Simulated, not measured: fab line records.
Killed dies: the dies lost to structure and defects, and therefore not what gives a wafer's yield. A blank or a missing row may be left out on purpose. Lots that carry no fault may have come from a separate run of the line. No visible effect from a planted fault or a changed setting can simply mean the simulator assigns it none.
Problem report in the 8D (eight disciplines) form, filled by code | flow n5 finfet | the parts of the form that need people (team, actions taken, sign-off) are left out

== 1. THE PROBLEM ==
Mean of trench depth nm at N5_FIN_SAQP_OCD_MEAS_76: 0.2 nm across 6 wafers in 2 lots; on wafers with no fault it is 120.4 nm (standard deviation 1.6). That is -75 standard deviations from the usual mean.
The first sign was on wafer L392.1 at day 5 08:49, on ocd-02. The record holds 21 wafers of 7 lots with a number at this step. Rule for "out" (also "out of limits"): further than 4 standard deviations from the usual mean. Any other wafer with a number is counted as sound.

== 2. WHAT IT IS; WHAT IT IS NOT ==
question                    | is                     | is not
which readings at this step | trench depth nm        | -
which lots                  | L392, L393             | L388, L389, L397, L399, L400
which wafers of those lots  | all that have a number | -
read on which gauges        | ocd-01, ocd-02         | -
when                        | from day 5 08:49       | up to then (6 sound wafers); but 9 sound wafers of L397, L399, L400 came after

== 3. THE SUSPECTS, EACH WITH WHAT RULES IT OUT ==
Counting: a tool at any process step up to the reading remains a suspect when it ran all the lots that are out and ran no sound lot after the first of those.
- ruled out: the gauge at N5_FIN_SAQP_OCD_MEAS_76. 2 gauges (ocd-01, ocd-02) read the wafers that are out.
- rie si-01 at N5_FIN_SAQP_ETCH_65 (etches SiO2 in CF4, target depth 4 nm, time 4.4 s): ruled out as a lasting fault. After its first lot that is out, L392 (day 5 06:47), sound lots L397 ran on it.
- rie diel-05 at N5_FIN_SAQP_STRIP_70 (strips in N2/H2): ruled out as a lasting fault. After its first lot that is out, L392 (day 5 07:26), sound lots L399 ran on it.
- rie diel-03 at N5_FIN_SAQP_SPACER2_ETCHBACK_29 (etches SiO2 in CHF3/O2, target depth 12.2 nm, time 6.1 s): kept. It ran every lot that is out, first L392 (day 5 07:58), and no sound lot after that; its last sound lot up to then is L389 (day 4 13:56).
- rie diel-04 at N5_FIN_SAQP_HM_OPEN_33 (chemistry CH3F/O2, target SiNx, target depth 49.4 nm, time 70.6 s): ruled out as a lasting fault. After its first lot that is out, L392 (day 5 08:19), sound lots L397, L399, L400 ran on it.
- rie diel-04 at N5_FIN_SAQP_ETCH_34 (etches SiO2 in C4F6/O2, target depth 45 nm, time 15 s): ruled out as a lasting fault. After its first lot that is out, L392 (day 5 08:23), sound lots L397, L399, L400 ran on it.
- cd sem-03 at N5_FIN_SAQP_HM_CD_35 (target cd 8 nm): ruled out as a lasting fault. After its first lot that is out, L392 (day 5 08:32), sound lots L397 ran on it.
Left after counting: rie diel-03 at N5_FIN_SAQP_SPACER2_ETCHBACK_29.

== 4. THE CAUSE (what the simulator had put in) ==
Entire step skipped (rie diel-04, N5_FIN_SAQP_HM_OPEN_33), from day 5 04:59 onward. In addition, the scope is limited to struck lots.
It was ruled out by counting, in error; the rule expects a fault to strike all lots run on its tool from its start on, and this fault did not.

== 5. THE CHAIN OF EFFECTS, in route order ==
One row per reading whose mean, taken over the struck wafers that have a number, lies over 3 standard deviations from the usual. Readings are gone through only where the record gives a usual standard deviation; hours: the median, over the lots, of the time from a lot's start at the first step in this table giving one to that lot's start at this step; sigmas: the change measured in usual standard deviations.
hours | step                    | reading             | usual     | on struck wafers | change | sigmas
0     | N5_FIN_SAQP_ETCH_34     | etch rf on time s   | 14.92 s   | 37.50            | +22.58 | +99 or more
0     | N5_FIN_SAQP_ETCH_34     | oes product au      | 0.66 a.u. | 0.27             | -0.39  | -6.2
0     | N5_FIN_SAQP_OCD_MEAS_76 | trench depth nm     | 120.4 nm  | 0.2              | -120.2 | -75
246   | N5_PASSIVATION_PROBE_49 | killed at front end | 38        | 1117             | +1079  | +98
246   | N5_PASSIVATION_PROBE_49 | killed dies         | 103       | 1180             | +1077  | +63
246   | N5_PASSIVATION_PROBE_49 | killed on rim       | 13        | 152              | +139   | +35
Process steps it contains:
- N5_FIN_SAQP_ETCH_34: etches SiO2 in C4F6/O2, target depth 45 nm, time 15 s.
- N5_PASSIVATION_PROBE_49
Readings that are blank on the struck wafers while sound wafers have them: CH3F_flow_sccm at N5_FIN_SAQP_HM_OPEN_33; O2_flow_sccm at N5_FIN_SAQP_HM_OPEN_33; drypump motor current A at N5_FIN_SAQP_HM_OPEN_33; etch rf on time s at N5_FIN_SAQP_HM_OPEN_33; oes product au at N5_FIN_SAQP_HM_OPEN_33; rf vpp V at N5_FIN_SAQP_HM_OPEN_33; showerhead plenum p Torr at N5_FIN_SAQP_HM_OPEN_33; throttle valve pct at N5_FIN_SAQP_HM_OPEN_33; and 1 more.

== 6. WHAT WOULD HAVE CAUGHT IT SOONER ==
4 hours passed between the start of the fault at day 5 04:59 and the first reading out of limits at a measuring or inspecting step in this record, taken at day 5 08:49.
At N5_FIN_SAQP_HM_OPEN_33 the tool's readings are blank on the struck wafers, where sound wafers have them: an empty tool record is the first sign, and it was there at once.
